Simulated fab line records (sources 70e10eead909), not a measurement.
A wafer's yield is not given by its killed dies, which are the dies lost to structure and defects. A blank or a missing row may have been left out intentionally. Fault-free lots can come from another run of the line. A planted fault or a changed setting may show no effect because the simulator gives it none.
Matching of chambers    flow nand-harc    4 sister chambers for NHARC_P_GATE_ETCH_32 on rie-si-03
The step etches the open film in HBr/Cl2, target depth 150 nm, time 100.1 s. 4 wafers are shown with their chamber, then 8 later ones without.

== WAFERS PAIRED WITH THEIR CHAMBERS ==
wafer   chamber  drypump-motor-current-A (A)
L080.6  0        5.0
L091.3  2        5.4
L091.4  3        6.3
L092.3  1        5.8

== WAFERS WHOSE CHAMBER IS MISSING ==
wafer   drypump-motor-current-A (A)
L092.4  5.0
L092.5  5.0
L095.1  5.0
L095.4  6.3
L095.5  5.4
L097.1  5.0
L097.3  5.5
L097.5  5.0

== THE CHAMBER EACH PASSED THROUGH ==
wafer   from the rows above  in truth
L092.4  0                    0
L092.5  0                    0
L095.1  0                    0
L095.4  3                    3
L095.5  2                    2
L097.1  0                    0
L097.3  2                    2
L097.5  0                    0
8 of 8 placed correctly. Not placeable from these rows: 0. Wrongly placed: 0.
How it was worked out, from the rows above alone: a wafer's distance from a chamber is the root of the sum, over the readings, of the square of ((its reading less the chamber's mean) divided by the reading's scatter). If the next closest chamber is less than 2 further off than the closest, the wafer can't be placed; otherwise it belongs to the closest. The mean given for a chamber averages the wafers shown for that chamber. The scatter: with one shown wafer a chamber, the root of the mean of the squares of how far each hidden wafer lies from its nearest shown one.
